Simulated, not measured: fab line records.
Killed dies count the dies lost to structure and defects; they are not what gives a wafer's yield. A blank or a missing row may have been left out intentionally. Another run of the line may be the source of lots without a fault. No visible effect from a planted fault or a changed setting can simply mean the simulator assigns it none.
Split-lot trial    flow n5Finfet    on a route of 1938 steps: 7 lots, 21 wafers read

== ON THE SPLIT ==
At N5_HKMG_FIN_ETCH_32 (etches SOC in N2/H2, target depth 240 nm, time 300 s), the setting sourceW was moved away from the recipe's 840 W on 11 of the 21 wafers read, by -6.4% to +10.5%. The other wafers ran this setting at the recipe's value.

The reading comes from the split's own step.

== THE READING ==
rfVppV, in V, at N5_HKMG_FIN_ETCH_32 (etches SOC in N2/H2, target depth 240 nm, time 300 s). Typical for fault-free wafers on this fab line: 523.3 V, with standard deviation 2.8 V.

wafer   tool, chamber at the split  sourceW as run, W  against the recipe  rfVppV, V  against lot-mates on the recipe
L074.3  rieDiel-01, 1               922.5              +9.8%               506.5      -13.4
L074.4  rieDiel-01, 3               922.5              +9.8%               502.5      -17.4
L074.6  rieDiel-01, 0               840                recipe              519.9      -
L075.1  rieDiel-01, 2               889.9              +5.9%               517.2      -3.4
L075.3  rieDiel-01, 1               840                recipe              520.6      -
L075.4  rieDiel-01, 0               889.9              +5.9%               511.5      -9.1
L077.1  rieDiel-01, 1               786.6              -6.4%               534.5      +15.7
L077.3  rieDiel-01, 3               840                recipe              518.8      -
L077.6  rieDiel-01, 3               786.6              -6.4%               528.1      +9.3
L085.2  rieDiel-03, 2               840                recipe              525.4      -
L085.3  rieDiel-03, 3               840                recipe              526.3      -
L085.4  rieDiel-03, 0               840                recipe              521.8      -
L086.2  rieDiel-05, 1               840                recipe              522.4      -
L086.3  rieDiel-05, 0               928.3              +10.5%              508.5      -13.9
L086.5  rieDiel-05, 2               928.3              +10.5%              510.5      -11.9
L089.1  rieDiel-01, 1               877.9              +4.5%               514.9      no lot-mate on the recipe
L089.4  rieDiel-01, 0               877.9              +4.5%               513.7      no lot-mate on the recipe
L089.6  rieDiel-01, 0               877.9              +4.5%               514.2      no lot-mate on the recipe
L093.1  rieDiel-03, 1               840                recipe              525.1      -
L093.5  rieDiel-03, 0               840                recipe              520.7      -
L093.6  rieDiel-03, 3               840                recipe              524.6      -

THE FIT
A straight line over all 21 wafers: rfVppV changes by -1.49 V for each +1% of sourceW; r = -0.94; the points scatter about the line by 2.8 V.
The same after taking each lot's own level away (the mean of its wafers on the recipe; 18 wafers): -1.49 V for each +1%; r = -0.95; scatter 2.6 V.
On that fit, the largest move of sourceW shifts the reading by 16 V.
The span of the lots' own levels, 518.80 to 524.50 V, comes to 2.0 times the standard deviation stated above.
Hence the lot-to-lot level has little effect on the slope; both slopes agree.
Check: with one of the wafers moved furthest among these (+10.5%) left out of the fit, the line predicts -15 V for it against its lot-mates. Against them it came out at -13.9 V.
Tool readings at the split's step, against how far the setting was moved: rfVppV r = -0.94.

== THE OTHER SPLITS THESE WAFERS WENT THROUGH ==
These wafers also went through other splits before the reading. Each is held against what the fit with the lots' levels taken away leaves over:
other split on the same wafers  wafers away from the commonest value  r with rfVppV (lot level and that fit taken away)
N5_SD_EPI_P_COAT_34 spinRpm     5                                     -0.19
N5_SD_EPI_P_DESCUM_14 timeS     8                                     -0.21
N5_HKMG_FIN_COAT_30 spinRpm     7                                     +0.05

== FILE'S OWN FIT ==
rfVppV changes by -1.42 V for each +1% of sourceW, r = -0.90.
